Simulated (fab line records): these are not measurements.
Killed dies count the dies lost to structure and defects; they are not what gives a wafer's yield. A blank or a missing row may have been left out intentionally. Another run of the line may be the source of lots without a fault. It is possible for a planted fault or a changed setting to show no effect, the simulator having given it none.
Matching of chambers -- flow n5_finfet -- N5_BEOL_M13_ETCH_59 on rie_diel-06: 4 sister chambers
The step etches BARC in N2/H2, target depth 89 nm, overetch 26.7 nm, time 67.9 s. 18 wafers are shown with their chamber, then 9 later ones without.

## WAFERS, EACH WITH ITS CHAMBER
wafer,chamber,showerhead_plenum_p_Torr (Torr),drypump_motor_current_A (A),throttle_valve_pct (%)
L077.2,1,2.45,5.7,17.74
L077.3,3,2.63,5.6,18.05
L077.5,3,2.63,5.6,18.04
L078.3,3,2.62,5.6,18.07
L078.4,0,2.57,6.4,17.72
L078.6,1,2.45,5.8,17.76
L081.4,0,2.57,6.4,17.72
L081.5,3,2.62,5.6,18.07
L081.6,1,2.45,5.8,17.76
L085.1,3,2.62,5.6,18.09
L085.2,1,2.44,5.8,17.76
L085.6,1,2.44,5.8,17.76
L087.2,0,2.56,6.5,17.73
L087.3,1,2.44,5.8,17.78
L087.4,2,2.71,6.7,17.75
L088.1,2,2.71,6.7,17.74
L088.3,1,2.44,5.8,17.79
L088.5,2,2.71,6.7,17.75

SIGNATURES (averages over the wafers above)
reading,chamber 0,chamber 1,chamber 2,chamber 3,scatter within a chamber
showerhead_plenum_p_Torr,2.5667,2.4443,2.7100,2.6240,0.00506
drypump_motor_current_A,6.433,5.786,6.700,5.600,0.033
throttle_valve_pct,17.7233,17.7643,17.7467,18.0640,0.0152
Rule: for a wafer and a chamber, the distance is found by dividing, reading by reading, the gap between the wafer's reading and the chamber's mean by the reading's scatter, squaring, summing and taking the root. The wafer belongs to the nearest chamber; if the next one is less than 2 further off, it can't be placed. The scatter is the square root of a quotient: the sum, over the shown wafers, of each reading's squared deviation from its chamber's mean, divided by wafers minus chambers.

## WAFERS WITH NO CHAMBER GIVEN
wafer,showerhead_plenum_p_Torr (Torr),drypump_motor_current_A (A),throttle_valve_pct (%)
L089.2,2.71,6.7,17.75
L089.4,2.71,6.7,17.75
L089.5,2.56,6.4,17.74
L094.2,2.56,6.4,17.78
L094.3,2.71,6.7,17.77
L094.4,2.61,5.6,18.11
L095.3,2.43,5.8,17.81
L095.4,2.61,5.6,18.12
L095.5,2.61,5.6,18.13

## WHICH CHAMBER EACH WENT THROUGH
wafer,from the rows above,in truth
L089.2,2,2
L089.4,2,2
L089.5,0,0
L094.2,0,0
L094.3,2,2
L094.4,3,3
L095.3,1,1
L095.4,3,3
L095.5,3,3
Correct placement for 9 of the 9. From these rows, 0 cannot be placed. Placed wrongly: 0.
